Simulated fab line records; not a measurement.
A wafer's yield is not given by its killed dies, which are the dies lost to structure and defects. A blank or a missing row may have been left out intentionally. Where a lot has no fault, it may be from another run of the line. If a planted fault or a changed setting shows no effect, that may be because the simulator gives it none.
Chamber matching	flow nand_harc	4 sister chambers for NHARC_P_GATE_ETCH_32 on rie_si-01
The step etches the open film in HBr/Cl2, target depth 150 nm, time 100.1 s. 14 wafers are shown with their chamber, then 7 later ones without.

## EACH WAFER AND ITS CHAMBER
wafer	chamber	oes_product_au (a.u.)	throttle_valve_pct (%)	bias_w (W)
L893.2	2	0.986	26.398	100.0
L893.3	0	1.003	26.410	99.9
L893.6	3	0.994	26.398	100.1
L894.3	0	1.004	26.408	99.7
L894.5	1	0.987	26.406	100.1
L894.6	0	0.996	26.398	99.9
L895.2	0	1.002	26.419	99.7
L895.4	2	0.977	26.411	99.9
L895.5	0	1.003	26.411	100.3
L899.1	1	0.988	26.406	100.5
L899.3	2	0.980	26.409	100.2
L899.5	1	0.980	26.408	100.0
L904.1	2	0.983	26.417	99.8
L904.3	1	0.992	26.418	100.3

SIGNATURES (means of the wafers above)
reading	chamber 0	chamber 1	chamber 2	chamber 3	scatter within a chamber
oes_product_au	1.00160	0.98675	0.98150	0.99400	0.00401
throttle_valve_pct	26.40920	26.40950	26.40875	26.39800	0.00717
bias_w	99.900	100.225	99.975	100.100	0.218
Rule: for a wafer and a chamber, the distance is found by dividing, reading by reading, the gap between the wafer's reading and the chamber's mean by the reading's scatter, squaring, summing and taking the root. The wafer belongs to the nearest chamber; if the next one is less than 2 further off, it can't be placed. The scatter: the root of (the sum of the squares of (reading less its chamber's mean) over the shown wafers, divided by (wafers less chambers)).

## WAFERS WITHOUT THEIR CHAMBER
wafer	oes_product_au (a.u.)	throttle_valve_pct (%)	bias_w (W)
L904.6	0.990	26.404	99.4
L905.2	1.003	26.397	99.9
L905.3	1.000	26.409	100.3
L905.6	1.004	26.406	99.2
L914.2	0.998	26.397	100.1
L914.4	1.013	26.399	100.4
L914.5	0.997	26.411	99.9

## WHICH CHAMBER EACH WENT THROUGH
wafer	from the rows above	in truth
L904.6	can't be placed: 2 or 3 or 0 or 1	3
L905.2	can't be placed: 0 or 3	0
L905.3	can't be placed: 0 or 3 or 1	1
L905.6	can't be placed: 0 or 3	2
L914.2	can't be placed: 3 or 0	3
L914.4	can't be placed: 0 or 3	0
L914.5	can't be placed: 0 or 3 or 1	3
Correct placement for 0 of the 7. Can't be placed from these rows: 7 (the true chamber is among the candidates in 6). Number placed wrongly: 0.
